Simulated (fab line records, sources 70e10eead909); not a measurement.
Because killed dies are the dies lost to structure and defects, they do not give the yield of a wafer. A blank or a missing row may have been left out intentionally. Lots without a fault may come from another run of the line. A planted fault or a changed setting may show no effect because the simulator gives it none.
A struck lot beside a sound one    flow nand_harc    14 out of 1302 route steps
Sound: wafers L815.2, L815.3, L815.6. The struck wafers were L808.2, L808.4, L808.6. The cause is named last.
Per side, at each step with rows, come the tool, then ch with its chambers, and then its first start. Under that, the readings that differ: sound wafers    struck wafers    difference of the means    sigmas: that difference in standard deviations of wafers without a fault.
alike: same words and numbers on both sides, and readings whose means sit less than 2 such deviations apart. not compared: any withheld reading, any reading some wafer has no value for, any bound like >300 that may hide the same value, and any number with overlapping values for which the record gives no deviation.
A row with sigmas, a row that says differs or no value, or rows on one side alone: a step with any of these is where the two part. When numbers do not overlap yet have no deviation, they are printed without sigmas and do not part them. A reading that every wafer of one side lacks parts them only if that side has two wafers or more.

first, 1 step without rows for these wafers: NHARC_A_CONTACT_SRD_22.
NHARC_A_CONTACT_INSPECT_23:
  sound on defect_inspect-02, day 29 08:07; struck on defect_inspect-01, day 25 23:32
  alike: raw_defect_count
then, 9 steps without rows for these wafers: NHARC_A_BLC_DEHYDRATE_00 (time 120 s); NHARC_A_BLC_HMDS_01 (time 30 s); NHARC_A_BLC_COAT_02 (time 75 s); NHARC_A_BLC_COAT_03 (time 65 s); NHARC_A_BLC_COAT_04 (resist thk 90 nm); NHARC_A_BLC_SOFTBAKE_05 (time 55 s); NHARC_A_BLC_EBR_06; NHARC_A_BLC_EXPOSE_07 (exposes mask A BLC, target cd 100 nm); NHARC_A_BLC_PEB_08 (peb time 65 s).
NHARC_A_BLC_DEVELOP_09: develop time 35 s.
  sound on litho_track-04 ch 0, day 29 08:00; struck on litho_track-04 ch 0, day 25 23:00
reading               sound              struck             difference  sigmas
developer_temp_C (C)  22.96 23.08 22.99  23.88 24.00 24.00  +0.95       +10
NHARC_A_BLC_CD_MEAS_10: target cd 100 nm.
  sound on cd_sem-02 ch 0, day 29 08:37; struck on cd_sem-02 ch 0, day 26 00:04
  alike: cd_nm
NHARC_END_SORT_01:
  here the record holds rows for the struck wafers (prober-02 ch 0, day 27 20:30) but none for the sound ones

WHERE THEY PART
Last at NHARC_END_SORT_01 as far as this record goes, first at NHARC_A_BLC_DEVELOP_09.

WHY: the cause the simulator had injected
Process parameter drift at NHARC_A_BLC_DEVELOP_09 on litho_track-04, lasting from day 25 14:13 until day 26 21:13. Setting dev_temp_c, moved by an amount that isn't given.
